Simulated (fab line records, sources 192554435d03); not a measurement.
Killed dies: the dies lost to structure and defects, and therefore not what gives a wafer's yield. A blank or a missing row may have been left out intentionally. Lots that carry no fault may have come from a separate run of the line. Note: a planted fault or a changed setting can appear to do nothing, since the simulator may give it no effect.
fab line records + flow n5Finfet
record:
- lots: 10
- wafers: 30
- lastDay: 19
route steps=1938 shown ILD0@341 SDB@357 BEOL_M4@1111 PASSIVATION@1936
lots with no fault: from the same line, run without faults
startH: the number of hours between the record's first day and the start of the first shown wafer of the lot + waitH: hours elapsed since this lot's preceding step + " same as the row above + L1.1+2: several wafers, shown together as one row + - no value, or no start given + * or withheld: withheld + < > ~ a bound
route shown NAME@n: a module of which the file shows steps, and the number in the route of the first + usual: mean/standard deviation of fault-free wafers + same: alike in all rows + chamber/n: place in a boat + sites: each site's reading + _std_site: how widely they spread, as a standard deviation + _edge_site: mean of outer sites minus mean of inner sites + radiusMm: how far each site lies from the wafer's centre + mask NAME#n: copy n + behind: the most recent tool/chamber to have shaped the wafer + hold: why the lot went on hold/how many hours it stayed there/how the hold came to an end + device: the n, p or np transistor that did not switch + end of line: the route-end tests of the same wafers + where a step has no rows: the recipe by itself + killed: at the first sort, the dies lost to defects and structure; wafer yield is something else + map: a wafer's dies, x killed, . not, _ none there
set.NAME: the setting the step ran with; set.NAME@STEP: the setting that earlier step ran with + model.NAME: the simulator's own value behind a step, which no gauge read
route steps across a sampled set of lots; one table per step, one row per wafer
services: when a tool's chamber went out of use (startH, in hours from the record's first day, below 0 if earlier), for how many hours, and the reason
== steps ==
step: N5_ILD0_THK_MEAS_08
usual:
- thkNm: 138.8/1.1
| lot.wafer | tool         | chamber | startH | waitH | thkNm |
|-----------|--------------|---------|--------|-------|-------|
| L470.1    | filmMetro-01 | -       | 94.54  | -     | 138.1 |
| L470.2    | "            | -       | "      | "     | 139.9 |
| L470.4    | "            | -       | "      | "     | 139.3 |
| L472.2    | filmMetro-02 | -       | 102.77 | -     | 137.2 |
| L472.4    | "            | -       | "      | "     | 138.7 |
| L472.6    | "            | -       | "      | "     | 138.8 |
| L479.1    | filmMetro-02 | -       | 143.40 | -     | 139.2 |
| L479.2    | "            | -       | "      | "     | 140.0 |
| L479.5    | "            | -       | "      | "     | 139.6 |
| L480.1    | filmMetro-01 | -       | 150.53 | -     | 138.7 |
| L480.2    | "            | -       | "      | "     | 140.7 |
| L480.4    | "            | -       | "      | "     | 137.3 |
| L481.1    | filmMetro-02 | -       | 156.16 | -     | 138.1 |
| L481.4    | "            | -       | "      | "     | 138.3 |
| L481.6    | "            | -       | "      | "     | 137.3 |
| L482.1    | filmMetro-02 | -       | 162.73 | -     | 140.1 |
| L482.2    | "            | -       | "      | "     | 140.4 |
| L482.4    | "            | -       | "      | "     | 141.0 |
| L485.3    | filmMetro-02 | -       | 182.02 | -     | 139.1 |
| L485.4    | "            | -       | "      | "     | 137.9 |
| L485.5    | "            | -       | "      | "     | 140.1 |
| L486.1    | filmMetro-02 | -       | 186.70 | -     | 137.8 |
| L486.3    | "            | -       | "      | "     | 139.5 |
| L486.4    | "            | -       | "      | "     | 138.8 |
| L487.1    | filmMetro-01 | -       | 199.15 | -     | 139.0 |
| L487.3    | "            | -       | "      | "     | 139.9 |
| L487.4    | "            | -       | "      | "     | 138.5 |
| L488.1    | filmMetro-02 | -       | 200.23 | -     | 139.4 |
| L488.3    | "            | -       | "      | "     | 138.3 |
| L488.6    | "            | -       | "      | "     | 136.7 |
step: N5_SDB_OVL_MEAS_12
recipe:
- pointsPerWafer: 44
usual:
- SDB_OVL: 0.1/1
| lot.wafer | tool       | chamber | startH | waitH | SDB_OVL[nm] |
|-----------|------------|---------|--------|-------|-------------|
| L470.1    | overlay-01 | 0       | 98.18  | 0.0   | 1.5         |
| L470.2    | "          | 0       | "      | "     | 0.5         |
| L470.4    | "          | 0       | "      | "     | 0.1         |
| L472.2    | overlay-02 | 0       | 106.52 | 0.0   | -1.1        |
| L472.4    | "          | 0       | "      | "     | -0.7        |
| L472.6    | "          | 0       | "      | "     | 1.2         |
| L479.1    | overlay-02 | 0       | 147.20 | 0.0   | -0.6        |
| L479.2    | "          | 0       | "      | "     | -2.1        |
| L479.5    | "          | 0       | "      | "     | -1.0        |
| L480.1    | overlay-01 | 0       | 154.28 | 0.0   | -0.1        |
| L480.2    | "          | 0       | "      | "     | 1.3         |
| L480.4    | "          | 0       | "      | "     | 0.7         |
| L481.1    | overlay-02 | 0       | 159.95 | 0.0   | 1.6         |
| L481.4    | "          | 0       | "      | "     | -0.1        |
| L481.6    | "          | 0       | "      | "     | -1.4        |
| L482.1    | overlay-01 | 0       | 166.39 | 0.0   | -0.2        |
| L482.2    | "          | 0       | "      | "     | 0.5         |
| L482.4    | "          | 0       | "      | "     | 1.1         |
| L485.3    | overlay-01 | 0       | 186.89 | 0.0   | -0.2        |
| L485.4    | "          | 0       | "      | "     | -0.2        |
| L485.5    | "          | 0       | "      | "     | -1.0        |
| L486.1    | overlay-01 | 0       | 190.46 | 0.0   | 0.0         |
| L486.3    | "          | 0       | "      | "     | 1.2         |
| L486.4    | "          | 0       | "      | "     | 2.1         |
| L487.1    | overlay-02 | 0       | 202.91 | 0.0   | -1.6        |
| L487.3    | "          | 0       | "      | "     | -2.1        |
| L487.4    | "          | 0       | "      | "     | -1.1        |
| L488.1    | overlay-02 | 0       | 203.89 | 0.0   | -1.0        |
| L488.3    | "          | 0       | "      | "     | -2.1        |
| L488.6    | "          | 0       | "      | "     | -1.5        |
step: N5_SDB_CUT_ETCH_26
recipe:
- chemistry: HBr/Cl2/O2
- target: Si
- targetDepthA: 1296
- btTimeS: 20
- maskMaterial: SiNx
- timeS: 51.8
- ionEnergyEv: *
- biasW: *
- pressureMtorr: 10
- icpW: 800
- HBr_flow_sccm: 150
- Cl2_flow_sccm: 80
- O2_flow_sccm: 12
usual:
- HBr_flow_sccm: 149.9/0.46
- biasW: *
- chamberPressureMTorr: 9.999/0.009
- drypumpMotorCurrentA: 5.8/0.51
- heBacksideLeakSccm: 2.9/0.37
- oesProductAu: 0.996/0.015
- throttleValvePct: 37.2/0.35
| lot.wafer | tool     | chamber | startH | waitH | HBr_flow_sccm | biasW | chamberPressureMTorr | drypumpMotorCurrentA | heBacksideLeakSccm | oesProductAu | rfHoursCounterH | throttleValvePct |
|-----------|----------|---------|--------|-------|---------------|-------|----------------------|----------------------|--------------------|--------------|-----------------|------------------|
| L470.1    | rieSi-04 | 1       | 99.07  | 0.1   | 150.4         | *     | 9.982                | 5.0                  | 2.7                | 0.992        | 61              | 37.2             |
| L470.2    | "        | 3       | "      | "     | 150.3         | *     | 10.012               | 4.9                  | 3.2                | 0.991        | 149             | 37.3             |
| L470.4    | "        | 2       | "      | "     | 150.0         | *     | 10.009               | 6.0                  | 2.8                | 1.009        | 7               | 36.6             |
| L472.2    | rieSi-02 | 1       | 107.19 | 0.1   | 149.1         | *     | 10.004               | 6.4                  | 2.3                | 1.015        | 2               | 37.6             |
| L472.4    | "        | 2       | "      | "     | 150.4         | *     | 9.995                | 5.8                  | 2.7                | 0.977        | 103             | 37.6             |
| L472.6    | "        | 1       | "      | "     | 149.5         | *     | 10.012               | 6.4                  | 2.3                | 1.018        | -               | 37.6             |
| L479.1    | rieSi-02 | 0       | 148.01 | 0.1   | 149.8         | *     | 10.003               | 5.4                  | 3.1                | 1.016        | 72              | 37.6             |
| L479.2    | "        | 3       | "      | "     | 149.9         | *     | 10.007               | 5.5                  | 2.7                | 0.997        | 176             | 37.5             |
| L479.5    | "        | 0       | "      | "     | 150.0         | *     | 9.995                | 5.3                  | 3.0                | 1.016        | -               | 37.6             |
| L480.1    | rieSi-02 | 3       | 155.44 | 0.1   | 150.4         | *     | 10.004               | 5.5                  | 3.0                | 1.003        | 176             | 37.5             |
| L480.2    | "        | 0       | "      | "     | 150.1         | *     | 10.016               | 5.4                  | 2.9                | 1.020        | 72              | 37.6             |
| L480.4    | "        | 1       | "      | "     | 150.0         | *     | 10.007               | 6.4                  | 2.3                | 1.017        | 3               | 37.6             |
| L481.1    | rieSi-02 | 2       | 161.00 | 0.1   | 150.8         | *     | 9.998                | 5.8                  | 2.9                | 0.984        | 104             | 37.6             |
| L481.4    | "        | 0       | "      | "     | 150.0         | *     | 10.005               | 5.4                  | 3.0                | 1.019        | 72              | 37.6             |
| L481.6    | "        | 0       | "      | "     | 149.0         | *     | 10.004               | 5.4                  | 3.2                | 1.021        | -               | 37.6             |
| L482.1    | rieSi-01 | 1       | 167.21 | 0.1   | 150.2         | *     | 10.003               | 6.3                  | 2.8                | 0.983        | 100             | 36.8             |
| L482.2    | "        | 0       | "      | "     | 149.2         | *     | 9.998                | 6.0                  | 3.2                | 0.998        | 171             | 37.3             |
| L482.4    | "        | 1       | "      | "     | 149.7         | *     | 9.999                | 6.3                  | 2.8                | 0.979        | -               | 36.8             |
| L485.3    | rieSi-04 | 1       | 187.56 | 0.1   | 149.9         | *     | 9.998                | 5.0                  | 2.7                | 0.987        | 63              | 37.2             |
| L485.4    | "        | 3       | "      | "     | 149.8         | *     | 10.003               | 4.8                  | 3.2                | 0.998        | 151             | 37.3             |
| L485.5    | "        | 2       | "      | "     | 149.8         | *     | 9.995                | 6.0                  | 2.7                | 1.013        | -               | 36.6             |
| L486.1    | rieSi-04 | 1       | 191.17 | 0.1   | 149.7         | *     | 10.008               | 4.9                  | 2.7                | 0.985        | 63              | 37.2             |
| L486.3    | "        | 3       | "      | "     | 149.3         | *     | 9.996                | 4.9                  | 3.1                | 0.989        | 151             | 37.3             |
| L486.4    | "        | 0       | "      | "     | 149.6         | *     | 9.986                | 6.4                  | 2.8                | 0.981        | 10              | 36.8             |
| L487.1    | rieSi-02 | 0       | 203.59 | 0.1   | 149.9         | *     | 10.014               | 5.3                  | 3.0                | 1.013        | 73              | 37.6             |
| L487.3    | "        | 3       | "      | "     | 150.0         | *     | 9.985                | 5.6                  | 3.1                | 0.994        | 177             | 37.5             |
| L487.4    | "        | 1       | "      | "     | 149.5         | *     | 10.003               | 6.4                  | 2.3                | 1.021        | 4               | 37.6             |
| L488.1    | rieSi-02 | 2       | 204.57 | 0.1   | 149.1         | *     | 10.003               | 5.8                  | 2.8                | 0.975        | 105             | 37.6             |
| L488.3    | "        | 1       | "      | "     | 150.6         | *     | 10.003               | 6.4                  | 2.1                | 1.014        | 4               | 37.6             |
| L488.6    | "        | 0       | "      | "     | 149.8         | *     | 9.998                | 5.4                  | 3.0                | 1.011        | -               | 37.6             |
step: N5_SDB_CMP_30
recipe:
- stopOn: poly-Si
- tOverpolishS: 1.54
- postCmpClean: alkalineBrush
- downForcePsi: 4.1491
- platenRpm: 51.796
- padVelocityMS: 1.0306
- targetThkNm: 30
usual:
- edgeZonePressureFrac: 0.998/0.0047
- headPressurePsi: 4.149/0.0087
- motorCurrentA: 12.2/0.93
- overpolishRunS: 1.540/0.0097
- timeToEndpointS: 17.3/2.4
| lot.wafer | tool   | chamber | startH | waitH | edgeZonePressureFrac | headPressurePsi | motorCurrentA | overpolishRunS | timeToEndpointS |
|-----------|--------|---------|--------|-------|----------------------|-----------------|---------------|----------------|-----------------|
| L470.2    | cmp-04 | 2       | 102.58 | 1.4   | 0.999                | 4.147           | 12.3          | 1.552          | 16.6            |
| L470.4    | "      | 3       | "      | "     | 1.000                | 4.144           | 11.2          | 1.542          | 17.1            |
| L470.1    | "      | 0       | "      | "     | 1.003                | 4.147           | 12.9          | 1.547          | 17.4            |
| L472.2    | cmp-04 | 0       | 110.49 | 1.4   | 0.999                | 4.160           | 12.4          | 1.523          | 19.5            |
| L472.4    | "      | 2       | "      | "     | 1.000                | 4.161           | 12.8          | 1.535          | 17.9            |
| L472.6    | "      | 3       | "      | "     | 0.997                | 4.159           | 11.1          | 1.557          | 19.6            |
| L479.2    | cmp-04 | 2       | 150.93 | 1.4   | -                    | -               | -             | -              | -               |
| L479.1    | "      | 0       | "      | "     | -                    | -               | -             | -              | -               |
| L479.5    | "      | 2       | "      | "     | -                    | -               | -             | -              | -               |
| L480.2    | cmp-04 | 0       | 158.40 | 1.4   | -                    | -               | -             | -              | -               |
| L480.4    | "      | 1       | "      | "     | -                    | -               | -             | -              | -               |
| L480.1    | "      | 2       | "      | "     | -                    | -               | -             | -              | -               |
| L481.4    | cmp-04 | 1       | 163.92 | 1.4   | -                    | -               | -             | -              | -               |
| L481.1    | "      | 3       | "      | "     | -                    | -               | -             | -              | -               |
| L481.6    | "      | 1       | "      | "     | -                    | -               | -             | -              | -               |
| L482.4    | cmp-01 | 3       | 170.17 | 0.0   | 1.000                | 4.164           | 11.5          | 1.534          | 15.8            |
| L482.1    | "      | 0       | "      | "     | 1.002                | 4.149           | 12.6          | 1.540          | 16.2            |
| L482.2    | "      | 2       | "      | "     | 0.996                | 4.151           | 12.8          | 1.533          | 13.8            |
| L485.4    | cmp-03 | 3       | 190.52 | 1.4   | 1.000                | 4.154           | 11.5          | 1.538          | 22.3            |
| L485.3    | "      | 1       | "      | "     | 1.000                | 4.153           | 11.1          | 1.544          | 19.8            |
| L485.5    | "      | 2       | "      | "     | 0.995                | 4.150           | 12.3          | 1.545          | 18.8            |
| L486.3    | cmp-01 | 3       | 194.12 | 1.4   | 0.990                | 4.150           | 10.6          | 1.545          | 17.7            |
| L486.1    | "      | 0       | "      | "     | 0.996                | 4.148           | 12.6          | 1.547          | 15.3            |
| L486.4    | "      | 1       | "      | "     | 0.997                | 4.140           | 12.2          | 1.550          | 20.2            |
| L487.4    | cmp-01 | 2       | 206.50 | 1.4   | 0.993                | 4.147           | 12.4          | 1.546          | 13.3            |
| L487.1    | "      | 0       | "      | "     | 0.989                | 4.159           | 12.7          | 1.540          | 16.3            |
| L487.3    | "      | 1       | "      | "     | 1.003                | 4.134           | 11.7          | 1.530          | 20.5            |
| L488.3    | cmp-03 | 0       | 207.56 | 1.5   | 1.007                | 4.140           | 10.6          | 1.531          | 18.6            |
| L488.1    | "      | 1       | "      | "     | 0.994                | 4.146           | 11.2          | 1.547          | 17.8            |
| L488.6    | "      | 2       | "      | "     | 0.992                | 4.144           | 12.4          | 1.540          | 19.8            |
step: N5_SDB_THK_MEAS_31
recipe:
- reads: a-Si_of_DUMMY_GATE_CVD_03
usual:
- SDB_THK: 64.3/1.2
| lot.wafer | tool         | chamber | startH | waitH | SDB_THK[nm] |
|-----------|--------------|---------|--------|-------|-------------|
| L470.1    | filmMetro-01 | -       | 102.83 | -     | 62.7        |
| L470.2    | "            | -       | "      | "     | 64.9        |
| L470.4    | "            | -       | "      | "     | 65.0        |
| L472.2    | filmMetro-01 | -       | 110.75 | -     | 62.9        |
| L472.4    | "            | -       | "      | "     | 65.5        |
| L472.6    | "            | -       | "      | "     | 64.0        |
| L479.1    | filmMetro-02 | -       | 151.22 | 0.2   | 70.2        |
| L479.2    | "            | -       | "      | "     | 69.5        |
| L479.5    | "            | -       | "      | "     | 71.1        |
| L480.1    | filmMetro-01 | -       | 158.66 | 0.1   | 69.9        |
| L480.2    | "            | -       | "      | "     | 69.0        |
| L480.4    | "            | -       | "      | "     | 68.4        |
| L481.1    | filmMetro-01 | -       | 164.21 | 0.2   | 69.5        |
| L481.4    | "            | -       | "      | "     | 67.2        |
| L481.6    | "            | -       | "      | "     | 69.9        |
| L482.1    | filmMetro-01 | -       | 170.46 | -     | 63.5        |
| L482.2    | "            | -       | "      | "     | 64.4        |
| L482.4    | "            | -       | "      | "     | 66.2        |
| L485.3    | filmMetro-01 | -       | 190.77 | -     | 63.4        |
| L485.4    | "            | -       | "      | "     | 65.5        |
| L485.5    | "            | -       | "      | "     | 67.0        |
| L486.1    | filmMetro-01 | -       | 194.38 | -     | 63.4        |
| L486.3    | "            | -       | "      | "     | 62.7        |
| L486.4    | "            | -       | "      | "     | 63.9        |
| L487.1    | filmMetro-01 | -       | 206.80 | -     | 63.8        |
| L487.3    | "            | -       | "      | "     | 66.0        |
| L487.4    | "            | -       | "      | "     | 63.9        |
| L488.1    | filmMetro-02 | -       | 207.78 | -     | 66.5        |
| L488.3    | "            | -       | "      | "     | 66.0        |
| L488.6    | "            | -       | "      | "     | 65.1        |
step: N5_BEOL_M4_RC_MEAS_101
usual:
- DIBL_N: 36.1/1.6
- DIBL_P: 35.8/2
- IOFF_N: 0.157/0.029
- IOFF_P: 0.21/0.034
- ION_N: 677/13
- ION_P: 465/8.1
- SS_N: 71.3/0.61
- SS_P: 73.2/0.65
- VT_N: 249/3.3
- VT_P: -250/3.2
| lot.wafer | tool      | chamber | startH | waitH | DIBL_N[mV/V] | DIBL_P[mV/V] | IOFF_N[nA/um] | IOFF_P[nA/um] | ION_N[uA/um] | ION_P[uA/um] | SS_N[mV/dec] | SS_P[mV/dec] | VT_N[mV] | VT_P[mV] |
|-----------|-----------|---------|--------|-------|--------------|--------------|---------------|---------------|--------------|--------------|--------------|--------------|----------|----------|
| L470.1    | prober-02 | 0       | 232.10 | 0.0   | 36.2         | 36.1         | 0.169         | 0.23          | 684          | 462          | 71.8         | 73.3         | 250      | -249     |
| L470.2    | "         | 0       | "      | "     | 38.4         | 37.5         | 0.224         | 0.26          | 684          | 466          | 72.4         | 74.9         | 246      | -246     |
| L470.4    | "         | 0       | "      | "     | 38.0         | 37.2         | 0.212         | 0.26          | 685          | 470          | 72.3         | 74.6         | 244      | -248     |
| L472.2    | prober-01 | 0       | 243.18 | 0.2   | 36.5         | 36.5         | 0.151         | 0.23          | 683          | 471          | 70.4         | 72.7         | 249      | -248     |
| L472.4    | "         | 0       | "      | "     | 34.9         | 34.3         | 0.124         | 0.20          | 667          | 464          | 71.1         | 73.2         | 254      | -251     |
| L472.6    | "         | 0       | "      | "     | 35.6         | 35.2         | 0.141         | 0.22          | 663          | 460          | 70.9         | 73.1         | 252      | -249     |
| L482.1    | prober-01 | 0       | 307.68 | 0.1   | 36.0         | 36.3         | 0.141         | 0.21          | 678          | 466          | 71.5         | 74.2         | 252      | -247     |
| L482.2    | "         | 0       | "      | "     | 36.1         | 35.9         | 0.144         | 0.22          | 670          | 460          | 71.0         | 73.0         | 250      | -248     |
| L482.4    | "         | 0       | "      | "     | 35.5         | 35.3         | 0.136         | 0.21          | 664          | 463          | 71.3         | 73.2         | 253      | -248     |
| L485.3    | prober-02 | 0       | 315.75 | 0.3   | 38.4         | 38.3         | 0.216         | 0.26          | 694          | 470          | 71.6         | 73.8         | 246      | -246     |
| L485.4    | "         | 0       | "      | "     | 35.2         | 34.8         | 0.145         | 0.21          | 676          | 467          | 71.3         | 72.8         | 251      | -248     |
| L485.5    | "         | 0       | "      | "     | 35.5         | 34.9         | 0.156         | 0.21          | 684          | 465          | 71.2         | 72.8         | 251      | -250     |
| L486.1    | prober-02 | 0       | 321.63 | 0.0   | 36.3         | 36.8         | 0.149         | 0.21          | 681          | 467          | 71.3         | 72.9         | 248      | -253     |
| L486.3    | "         | 0       | "      | "     | 34.6         | 35.0         | 0.125         | 0.17          | 665          | 463          | 71.1         | 73.0         | 251      | -256     |
| L486.4    | "         | 0       | "      | "     | 37.7         | 38.3         | 0.171         | 0.22          | 680          | 469          | 71.8         | 73.6         | 250      | -250     |
| L487.1    | prober-02 | 0       | 325.05 | 0.0   | 37.0         | 38.1         | 0.190         | 0.24          | 696          | 478          | 70.9         | 74.2         | 244      | -249     |
| L487.3    | "         | 0       | "      | "     | 38.2         | 39.0         | 0.210         | 0.25          | 696          | 474          | 71.6         | 73.7         | 242      | -248     |
| L487.4    | "         | 0       | "      | "     | 36.7         | 37.3         | 0.182         | 0.23          | 685          | 468          | 71.7         | 73.2         | 248      | -246     |
| L488.1    | prober-02 | 0       | 342.88 | 0.0   | 37.4         | 38.5         | 0.181         | 0.25          | 683          | 464          | 72.0         | 73.1         | 248      | -249     |
| L488.3    | "         | 0       | "      | "     | 37.5         | 37.4         | 0.181         | 0.24          | 694          | 476          | 72.1         | 73.9         | 246      | -248     |
| L488.6    | "         | 0       | "      | "     | 36.9         | 37.8         | 0.172         | 0.24          | 696          | 480          | 71.8         | 73.8         | 249      | -249     |
step: N5_PASSIVATION_PROBE_49
usual:
- killed_at_M0_to_M3: 33/11
- killed_at_M4_up: 14/5
- killedAtContacts: 11/7.3
- killedAtFrontEnd: 43/12
- killedAtOther: 4/3.1
- killedDies: 106/17
- killedOnRim: 14/3.8
- killedOpen: 69/13
- killedShort: 34/8.7
same:
- grossDies: 1180
- killedAtBackSide: 0
| lot.wafer | tool      | chamber | startH | waitH | killed_at_M0_to_M3 | killed_at_M4_up | killedAtContacts | killedAtFrontEnd | killedAtOther | killedDies | killedOnRim | killedOpen | killedShort |
|-----------|-----------|---------|--------|-------|--------------------|-----------------|------------------|------------------|---------------|------------|-------------|------------|-------------|
| L480.1    | prober-01 | -       | 389.84 | 0.0   | 34                 | 10              | 5                | 1130             | 1             | 1180       | 152         | 71         | 30          |
| L480.2    | prober-01 | -       | 389.89 | 0.1   | 16                 | 22              | 11               | 1125             | 6             | 1180       | 152         | 88         | 33          |
| L480.4    | prober-01 | -       | 389.99 | 0.2   | 39                 | 11              | 11               | 1112             | 7             | 1180       | 152         | 88         | 40          |
| L481.1    | prober-01 | -       | 403.89 | 0.0   | 35                 | 14              | 1                | 1124             | 6             | 1180       | 152         | 75         | 32          |
| L481.4    | prober-01 | -       | 404.04 | 0.2   | 30                 | 11              | 3                | 1127             | 9             | 1180       | 152         | 62         | 26          |
| L481.6    | prober-01 | -       | 404.14 | 0.3   | 39                 | 17              | 2                | 1118             | 4             | 1180       | 152         | 77         | 31          |
| L479.1    | prober-02 | -       | 407.13 | 0.0   | 35                 | 10              | 26               | 1107             | 2             | 1180       | 152         | 80         | 28          |
| L479.2    | prober-02 | -       | 407.18 | 0.1   | 27                 | 16              | 31               | 1102             | 4             | 1180       | 152         | 102        | 30          |
| L479.5    | prober-02 | -       | 407.33 | 0.2   | 25                 | 19              | 51               | 1080             | 5             | 1180       | 152         | 104        | 26          |
killed by level:class
L480.1 SDB:areaCmp=1078 STI_FIN_REVEAL:geometricParticle:open=21 FIN_SAQP:geometricParticle:short=12 FIN_SAQP:geometricParticle:open=9 BEOL_M2:geometricParticle:open=8 BEOL_M0_SAQP:geometricParticle:open=6 BEOL_M3:geometricParticle:open=6 BEOL_M0:geometricParticle:open=4
L480.2 SDB:areaCmp=1058 STI_FIN_REVEAL:geometricParticle:open=26 FIN_SAQP:geometricParticle:open=17 MOL_CONTACT_COAG:geometricParticle:open=8 FIN_SAQP:geometricParticle:short=7 STI_FIN_REVEAL:geometricParticle:short=7 BEOL_M4:geometricParticle:open=6 BEOL_M5:geometricParticle:open=5
L480.4 SDB:areaCmp=1051 STI_FIN_REVEAL:geometricParticle:open=23 FIN_SAQP:geometricParticle:open=16 BEOL_M0_SAQP:geometricParticle:open=12 FIN_SAQP:geometricParticle:short=11 MOL_CONTACT_COAG:geometricParticle:open=9 BEOL_M2:geometricParticle:open=7 BEOL_M3:geometricParticle:open=5
L481.1 SDB:areaCmp=1071 STI_FIN_REVEAL:geometricParticle:open=24 BEOL_M1:geometricParticle:open=15 STI_FIN_REVEAL:geometricParticle:short=7 BEOL_M3:geometricParticle:open=6 STARTING-WAFER:geometricParticle:short=6 BEOL_M0_SAQP:geometricParticle:short=5 BEOL_M0_SAQP:geometricParticle:open=5
L481.4 SDB:areaCmp=1091 STI_FIN_REVEAL:geometricParticle:open=20 BEOL_M1:geometricParticle:open=7 BEOL_M3:geometricParticle:open=6 DUMMY_GATE:geometricParticle:open=5 BEOL_M2:geometricParticle:open=5 GATE_CUT:geometricParticle:short=4 BEOL_M0_SAQP:geometricParticle:open=4
L481.6 SDB:areaCmp=1071 STI_FIN_REVEAL:geometricParticle:open=13 BEOL_M3:geometricParticle:open=10 GATE_CUT:geometricParticle:short=9 BEOL_M4:geometricParticle:open=8 ILD0:geometricParticle:open=7 BEOL_M0_SAQP:geometricParticle:open=7 BEOL_M2:geometricParticle:open=7
L479.1 SDB:areaCmp=1070 MOL_CONTACT_COAG:geometricParticle:open=20 STI_FIN_REVEAL:geometricParticle:open=16 BEOL_M1:geometricParticle:open=10 BEOL_M0_SAQP:geometricParticle:open=9 FIN_SAQP:geometricParticle:open=6 MOL_CONTACT_COAG:geometricParticle:short=6 STI_FIN_REVEAL:geometricParticle:short=5
L479.2 SDB:areaCmp=1048 MOL_CONTACT_COAG:geometricParticle:open=26 STI_FIN_REVEAL:geometricParticle:open=24 BEOL_M0_SAQP:geometricParticle:open=7 FIN_SAQP:geometricParticle:open=6 BEOL_M0_SAQP:geometricParticle:short=6 FIN_SAQP:geometricParticle:short=5 STI_FIN_REVEAL:geometricParticle:short=5
L479.5 SDB:areaCmp=1049 MOL_CONTACT_COAG:geometricParticle:open=44 BEOL_M4:geometricParticle:open=12 FIN_SAQP:geometricParticle:open=9 STI_FIN_REVEAL:geometricParticle:open=8 MOL_CONTACT_COAG:geometricParticle:short=7 BEOL_M0_SAQP:geometricParticle:short=5 BEOL_M1:geometricParticle:open=5
== services ==
| tool     | chamber | startH | hours | kind                          |
|----------|---------|--------|-------|-------------------------------|
| cmp-04   | -       | 79.42  | 0.4   | repair                        |
| rieSi-01 | -       | 102.54 | 0.1   | repair                        |
| rieSi-01 | -       | 118.19 | 2.1   | repair                        |
| cmp-01   | -       | 122.23 | 2.0   | repair                        |
| cmp-03   | -       | 128.98 | 12.4  | pm                            |
| rieSi-01 | 2       | 139.50 | 6.2   | repair                        |
| cmp-01   | -       | 149.83 | 0.3   | repair                        |
| rieSi-04 | 0       | 151.27 | 7.4   | repair                        |
| rieSi-01 | 3       | 154.02 | 22.7  | repair                        |
| rieSi-01 | 2       | 167.02 | 1.7   | repair                        |
| cmp-03   | -       | 168.02 | 4.0   | pm                            |
| cmp-03   | -       | 172.02 | -     | consumableReplace:conditioner |
| cmp-03   | -       | 172.02 | -     | consumableReplace:pad         |
| cmp-01   | -       | 178.30 | 3.8   | pm                            |
| rieSi-01 | 0       | 180.27 | 3.8   | repair                        |
| cmp-01   | -       | 184.37 | 8.5   | repair                        |
| cmp-04   | -       | 184.95 | 0.2   | repair                        |
| rieSi-02 | -       | 200.34 | 2.8   | pm                            |
| rieSi-01 | 2       | 204.06 | -     | clean                         |
| rieSi-01 | 2       | 204.06 | 20.8  | scheduledDown                 |
| rieSi-01 | 2       | 204.06 | 20.8  | ventCycle                     |
== key ==
firstSign:
- step: N5_SDB_CMP_30
- reading: toolRecord
- direction: missing
effect:
- step: N5_SDB_THK_MEAS_31
- reading: SDB_THK
- direction: up
- sigmas: 4.2
- usual: 64.3
- struck: 69.4
effect:
- step: N5_PASSIVATION_PROBE_49
- reading: killedAtFrontEnd
- direction: up
- sigmas: 92
- usual: 43
- struck: 1114
moreKillsBornAt:
- N5_SDB_CMP_30@cmp-04: 9587
metAt N5_SDB_CMP_30
struckLots L479,L480,L481
laterRowsLeftOut L479.1,L479.2,L479.5,L480.1,L480.2,L480.4,L481.1,L481.4,L481.6
testerLeftOut L479,L480,L481
notActingAt N5_ILD0_THK_MEAS_08,N5_SDB_OVL_MEAS_12,N5_SDB_CUT_ETCH_26
onsetBetween 110.49 150.93
fault:
- kind: skippedStepWhole
- tool: cmp-04
- chamber: -
- onsetH: 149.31
- steps: N5_SDB_CMP_30
- scope: struckLotsOnly
testerLeftOut: of these lots the tester's yield and bins aren't shown, on N5 and GAA mostly nor the transistor test; their killed dies are dies lost to structure and defects alone, not to doping, threshold or leakage, so they don't give the yield
laterRowsLeftOut: the simulator's readings of these wafers behind a module that went badly wrong aren't trusted and aren't shown, but for the sort
